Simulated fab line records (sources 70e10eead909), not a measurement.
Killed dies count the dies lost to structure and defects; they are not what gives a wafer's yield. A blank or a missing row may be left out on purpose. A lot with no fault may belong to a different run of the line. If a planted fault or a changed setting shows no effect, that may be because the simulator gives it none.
fab line records    flow nandHarc
record lots=7  wafers=21  lastDay=23
route steps=1159 shown P_GATE@199 END@1159
lots untouched by any fault: they come from a run of this same line in which no faults occurred
startH: hours from the record's first day to the start of the lot's first wafer shown    waitH: how many hours have passed since the lot's step before this one    " the same as in the row above    L1.1+2: several wafers, shown together as one row    - no value present, or no start provided    * or withheld: withheld    < > ~ a bound
route shown NAME@n: names a module that has steps shown in the file, with the first one's number in the route    usual: the fault-free wafers' mean and standard deviation    same: alike in all rows    chamber/n: place in a boat    sites: readings site by site    _std_site: the values' standard deviation    _edge_site: the outer-site mean with the inner-site mean subtracted    radiusMm: for every site, how far away it sits from the centre of the wafer    mask NAME#n: copy n    behind: the last tool/chamber to shape the wafer    hold: why the lot went on hold/how many hours it stayed there/how the hold came to an end    device: the n, p or np transistor that did not switch    end of line: the same wafers' tests at the end of the route    where a step has no rows: the recipe by itself    killed: at the first sort, the dies lost to defects and structure; wafer yield is something else    map: a wafer's dies, x killed, . not, _ none there
set.NAME: the setting as run; set.NAME@STEP: as run at that earlier step    model.NAME: the simulator's own value behind a step, which no gauge read
lots at some steps of the route; a table a step, a row a wafer
services: when a tool's chamber went out of use (startH, in hours from the record's first day, below 0 if earlier), for how many hours, and the reason
## steps
# step NHARC_P_GATE_DEVELOP_90
# recipe timeS=70
# step NHARC_P_GATE_CD_MEAS_91
# recipe targetCdNm=2000  landingEnergyEv=500
# usual cdNm=2000.0/1.3
lot.wafer  tool      chamber  startH  waitH  cdNm
L186.1     cdSem-02  0        116.07  -      1999.8
L186.3     "         0        "       "      2000.8
L186.5     "         0        "       "      1999.9
L187.2     cdSem-03  0        126.81  -      2003.0
L187.4     "         0        "       "      2001.9
L187.6     "         0        "       "      2002.3
L188.1     cdSem-01  0        139.87  -      1998.3
L188.3     "         0        "       "      1997.8
L188.4     "         0        "       "      1996.9
L193.2     cdSem-01  0        164.65  -      1998.2
L193.5     "         0        "       "      1998.6
L193.6     "         0        "       "      1999.0
L197.1     cdSem-02  0        186.83  -      1999.4
L197.2     "         0        "       "      1999.9
L197.4     "         0        "       "      2002.0
L195.4     cdSem-02  0        187.69  -      1999.4
L195.5     "         0        "       "      2000.1
L195.6     "         0        "       "      2001.3
L202.3     cdSem-02  0        213.54  -      1999.8
L202.4     "         0        "       "      2000.9
L202.5     "         0        "       "      2000.4
# step NHARC_P_GATE_HARDBAKE_92
# recipe tempC=125  timeS=80
# step NHARC_P_GATE_DESCUM_93
# recipe timeS=3  o2FlowSccm=200  arFlowSccm=0  biasPowerW=0  chemistry=O2
# usual drypumpMotorCurrentA=5.6/0.4  oesProductAu=1.002/0.0079  rfVppV=57.7/0.93  showerheadPlenumPTorr=1.89/0.11  throttleValvePct=11.312/0.0088
lot.wafer  tool        chamber  startH  waitH  drypumpMotorCurrentA  oesProductAu  rfHoursCounterH  rfVppV  showerheadPlenumPTorr  throttleValvePct
L186.1     rieDiel-07  0        116.23  -      5.0                   1.007         9                58.0    2.04                   11.315
L186.3     "           2        "       "      5.5                   1.002         11               57.7    1.78                   11.310
L186.5     "           0        "       "      5.0                   1.002         -                58.3    2.04                   11.322
L187.4     rieDiel-07  1        126.97  -      5.7                   0.994         12               59.5    1.97                   11.313
L187.2     "           2        "       "      5.5                   0.999         12               59.3    1.78                   11.303
L187.6     "           0        "       "      5.0                   1.013         -                57.7    2.04                   11.320
L188.3     rieDiel-07  2        140.02  -      5.5                   1.003         13               57.9    1.78                   11.312
L188.4     "           3        "       "      6.1                   0.999         11               58.6    1.79                   11.312
L188.1     "           1        "       "      5.7                   0.994         14               59.5    1.97                   11.303
L193.2     rieDiel-07  1        164.84  -      5.7                   0.994         19               58.5    1.97                   11.311
L193.6     "           3        "       "      6.1                   0.995         -                57.0    1.78                   11.302
L193.5     "           0        "       "      5.0                   1.003         -                57.8    2.04                   11.318
L197.1     rieDiel-07  2        187.01  -      5.5                   1.006         22               58.2    1.77                   11.322
L197.2     "           3        "       "      6.1                   1.007         20               57.1    1.78                   11.311
L197.4     "           0        "       "      5.0                   1.015         -                57.5    2.04                   11.302
L195.4     rieDiel-01  2        187.88  -      6.3                   1.004         18               57.7    1.98                   11.311
L195.6     "           3        "       "      5.5                   1.000         -                58.4    1.94                   11.311
L195.5     "           0        "       "      5.4                   0.998         -                58.1    1.82                   11.316
L202.3     rieDiel-07  2        213.71  -      5.5                   1.006         29               57.1    1.77                   11.313
L202.4     "           3        "       "      6.1                   0.984         26               57.9    1.78                   11.310
L202.5     "           1        "       "      5.7                   0.986         -                56.9    1.97                   11.289
# step NHARC_P_GATE_IMPLANT_94
# recipe energyKev=60  doseCm2=2e+15  tiltDeg=7
# step NHARC_P_GATE_STRIP_113
# recipe powerW=1500  tempC=110  timeS=740  chemistry=N2/H2
# usual drypumpMotorCurrentA=6.1/0.54  heaterPowerW=88/7.5
lot.wafer  tool            chamber  startH  waitH  drypumpMotorCurrentA  heaterPowerW  rfHoursCounterH
L186.1     plasmaAsher-01  1        116.78  0.4    5.5                   97            4
L186.3     "               1        "       "      5.5                   97            -
L186.5     "               1        "       "      5.5                   96            -
L187.2     plasmaAsher-02  0        127.45  0.3    6.5                   93            46
L187.4     "               1        "       "      5.6                   88            -
L187.6     "               1        "       "      5.6                   87            -
L188.1     plasmaAsher-01  0        140.51  0.3    6.7                   76            11
L188.4     "               1        "       "      5.5                   96            -
L188.3     "               0        "       "      6.8                   77            -
L193.2     plasmaAsher-02  0        165.45  0.4    6.5                   91            58
L193.6     "               1        "       "      5.6                   90            -
L193.5     "               0        "       "      6.5                   96            -
L197.2     plasmaAsher-01  0        187.96  0.7    6.8                   79            27
L197.1     "               1        "       "      5.5                   96            27
L197.4     "               1        "       "      5.5                   96            -
L195.4     plasmaAsher-01  1        189.76  1.6    5.5                   94            -
L195.6     "               1        "       "      5.5                   96            -
L195.5     "               0        "       "      6.7                   79            -
L202.3     plasmaAsher-02  1        214.33  0.4    5.6                   88            -
L202.4     "               0        "       "      6.5                   92            -
L202.5     "               1        "       "      5.6                   87            -
# step NHARC_P_GATE_STRIP_95
# recipe powerW=1500  tempC=250  chemistry=O2
# usual drypumpMotorCurrentA=6.1/0.54  heaterPowerW=331/28
lot.wafer  tool            chamber  startH  waitH  drypumpMotorCurrentA  heaterPowerW  rfHoursCounterH
L186.1     plasmaAsher-01  1        117.50  0.6    5.5                   355           5
L186.3     "               1        "       "      5.5                   359           -
L186.5     "               1        "       "      5.5                   367           -
L187.2     plasmaAsher-02  0        128.05  0.5    6.5                   346           47
L187.4     "               1        "       "      5.6                   331           -
L187.6     "               1        "       "      5.6                   330           -
L188.1     plasmaAsher-01  0        141.11  0.5    6.7                   296           12
L188.4     "               1        "       "      5.5                   359           -
L188.3     "               0        "       "      6.7                   289           -
L193.2     plasmaAsher-02  0        166.05  0.5    6.5                   354           59
L193.6     "               1        "       "      5.6                   325           -
L193.5     "               0        "       "      6.4                   345           -
L197.2     plasmaAsher-01  0        188.67  0.6    6.8                   286           27
L197.1     "               1        "       "      5.5                   358           27
L197.4     "               1        "       "      5.5                   373           -
L195.4     plasmaAsher-01  1        190.26  0.4    5.5                   363           -
L195.6     "               1        "       "      5.5                   364           -
L195.5     "               0        "       "      6.7                   283           -
L202.3     plasmaAsher-02  1        214.84  0.4    5.6                   323           -
L202.4     "               0        "       "      6.5                   337           -
L202.5     "               1        "       "      5.6                   332           -
# step NHARC_P_GATE_STRIP_96
# recipe timeS=900  tempC=130  chemistry=SPM
# step NHARC_P_GATE_RTA_64
# recipe tempC=1050  timeS=1
# usual lampPowerPct=35.6/2.3  wafer_temp_C_max=1056.9/2.2
lot.wafer  tool          chamber  startH  waitH  lampPowerPct  wafer_temp_C_max
L186.1     rtpAnneal-01  0        118.07  -      33.9          1056.9
L186.3     "             0        "       "      33.9          1057.2
L186.5     "             0        "       "      34.0          1055.7
L187.2     rtpAnneal-01  0        128.63  -      34.0          1060.4
L187.4     "             0        "       "      34.0          1058.6
L187.6     "             0        "       "      34.0          1058.1
L188.1     rtpAnneal-02  0        141.68  -      38.8          1054.8
L188.3     "             0        "       "      38.8          1053.6
L188.4     "             0        "       "      38.8          1055.0
L193.2     rtpAnneal-01  0        166.63  -      34.1          1057.7
L193.5     "             0        "       "      34.0          1057.1
L193.6     "             0        "       "      34.0          1057.4
L197.1     rtpAnneal-02  0        189.24  -      38.8          1053.1
L197.2     "             0        "       "      38.8          1056.5
L197.4     "             0        "       "      38.8          1054.4
L195.4     rtpAnneal-02  0        190.90  -      38.9          1054.9
L195.5     "             0        "       "      38.8          1054.7
L195.6     "             0        "       "      38.8          1054.2
L202.3     rtpAnneal-02  0        215.44  -      38.8          1054.7
L202.4     "             0        "       "      38.8          1055.1
L202.5     "             0        "       "      38.8          1053.9
# step NHARC_P_GATE_ETCH_77
# recipe targetDepthA=60  chemistry=dHF  material=SiO2
# step NHARC_P_GATE_DEGAS_109
# recipe tempC=300  timeS=60
# usual heaterPowerW=510/60
lot.wafer  tool           chamber  startH  waitH  heaterPowerW
L186.1     pvdSputter-02  -        118.37  0.1    441
L186.3     "              -        "       "      462
L186.5     "              -        "       "      440
L187.2     pvdSputter-02  -        128.92  0.1    459
L187.4     "              -        "       "      469
L187.6     "              -        "       "      467
L188.1     pvdSputter-03  -        141.98  0.1    673
L188.4     "              -        "       "      549
L188.3     "              -        "       "      505
L193.2     pvdSputter-01  -        166.93  0.1    516
L193.5     "              -        "       "      435
L193.6     "              -        "       "      493
L197.4     pvdSputter-01  -        189.54  0.1    503
L197.1     "              -        "       "      582
L197.2     "              -        "       "      508
L195.4     pvdSputter-03  -        191.14  0.1    656
L195.6     "              -        "       "      497
L195.5     "              -        "       "      563
L202.3     pvdSputter-01  -        215.69  0.1    504
L202.4     "              -        "       "      454
L202.5     "              -        "       "      506
# step NHARC_P_GATE_PRE_CLEAN_110
# recipe timeS=30  biasV=200  gas=Ar
# step NHARC_P_GATE_SPUTTER_78
# recipe targetThkA=100  material=Ni
lot.wafer   tool           chamber  startH  waitH
L186.3+1+5  pvdSputter-02  -        118.47  -
L187.4+2+6  pvdSputter-02  -        129.01  -
L188.3+4+1  pvdSputter-03  -        142.08  -
L193.2+5+6  pvdSputter-01  -        167.04  -
L197.2+1+4  pvdSputter-01  -        189.65  -
L197.2+1+4  pvdSputter-01  -        189.88  -
L195.4+5+6  pvdSputter-03  -        191.36  -
L195.4+5+6  pvdSputter-03  -        191.60  -
L202.3+4+5  pvdSputter-01  -        215.79  -
L202.3+4+5  pvdSputter-01  -        216.02  -
# step NHARC_P_GATE_SPUTTER_79
# recipe targetThkA=100  material=TiN
# step NHARC_END_SORT_01
# recipe tempC=25
# usual killedAtArray=26/8.6  killedAtOther=0.7/0.97  killedAtPeriphery=3.2/2.2  killedDies=30/8.9  killedOpen=3.1/1.8  killedShort=2.2/1.8
# same grossDies=677
lot.wafer  tool       chamber  startH  waitH  killedAtArray  killedAtOther  killedAtPeriphery  killedDies  killedOpen  killedShort
L186.1     prober-01  0        450.15  2.5    43             2              2                  47          2           3
L186.3     prober-01  0        451.78  3.1    36             0              9                  45          1           4
L186.5     prober-01  0        453.40  3.8    25             1              2                  28          3           2
# killed by level:class
L186.1 A_SLIT:chamberFilmFlake=13 A_CHANNEL_HOLE_D1:chamberFilmFlake=8 A_CHANNEL_FILL_D1:chamberFilmFlake=5 A_CONTACT:chamberFilmFlake=5 A_WL_FILL:chamberFilmFlake=4 A_STAIRCASE:chamberFilmFlake=3 A_M0:geometricParticle:short=2 THIN_TSV:chamberFilmFlake=2
L186.3 A_CHANNEL_HOLE_D1:chamberFilmFlake=15 A_SLIT:chamberFilmFlake=13 P_CONTACT:chamberFilmFlake=6 A_WL_FILL:chamberFilmFlake=3 P_CONTACT:geometricParticle:short=1 P_M0:geometricParticle:short=1 A_SGD_CUT:geometricParticle:short=1 A_BLC:geometricParticle:open=1
L186.5 A_SLIT:chamberFilmFlake=8 A_CHANNEL_HOLE_D1:chamberFilmFlake=8 A_CHANNEL_FILL_D1:geometricParticle:short=2 A_CHANNEL_FILL_D1:chamberFilmFlake=2 P_M0:geometricParticle:open=1 A_CHANNEL_FILL_D1:geometricParticle:open=1 A_M1:geometricParticle:open=1 P_CONTACT:chamberFilmFlake=1
## services
tool            chamber  startH  hours  kind
rieDiel-07      -        96.43   1.0    repair
plasmaAsher-01  -        99.00   9.0    pm
plasmaAsher-01  0        99.00   9.0    ventCycle
plasmaAsher-01  1        99.00   9.0    ventCycle
pvdSputter-03   -        102.00  10.0   pm
plasmaAsher-01  0        108.00  -      clean
plasmaAsher-01  1        108.00  -      clean
rieDiel-07      0        109.26  -      clean
rieDiel-07      1        109.26  -      clean
rieDiel-07      2        109.26  -      clean
rieDiel-07      3        109.26  -      clean
rieDiel-07      0        134.09  -      clean
rieDiel-07      1        134.09  -      clean
rieDiel-07      2        134.09  -      clean
rieDiel-07      3        134.09  -      clean
rieDiel-01      -        137.80  9.0    pm
rieDiel-07      0        158.59  -      clean
rieDiel-07      1        158.59  -      clean
rieDiel-07      2        158.59  -      clean
pvdSputter-01   -        171.28  10.0   pm
rieDiel-07      1        176.00  37.6   repair
plasmaAsher-02  -        183.00  9.0    pm
pvdSputter-03   -        183.89  4.5    repair
pvdSputter-02   -        213.63  2.5    repair
## key
firstSign step=NHARC_P_GATE_SPUTTER_78  reading=visit  direction=added
effect none on later readings
metAt NHARC_P_GATE_SPUTTER_78
struckWafers L195.4,L195.5,L195.6,L197.1,L197.2,L197.4,L202.3,L202.4,L202.5
rowsEnd L195.4,L195.5,L195.6,L197.1,L197.2,L197.4
testerLeftOut L202
fault kind=repeatedStepWhole  tool=pvdSputter-01,pvdSputter-02,pvdSputter-03  chamber=-  onsetH=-  steps=NHARC_P_GATE_SPUTTER_78  times=1  scope=struckLotsOnly
# testerLeftOut: of these lots the tester's yield and bins aren't shown, on N5 and GAA mostly nor the transistor test; their killed dies are dies lost to structure and defects alone, not to doping, threshold or leakage, so they don't give the yield
# rowsEnd: these wafers met a further fault down the route, and their rows from its step on are left out
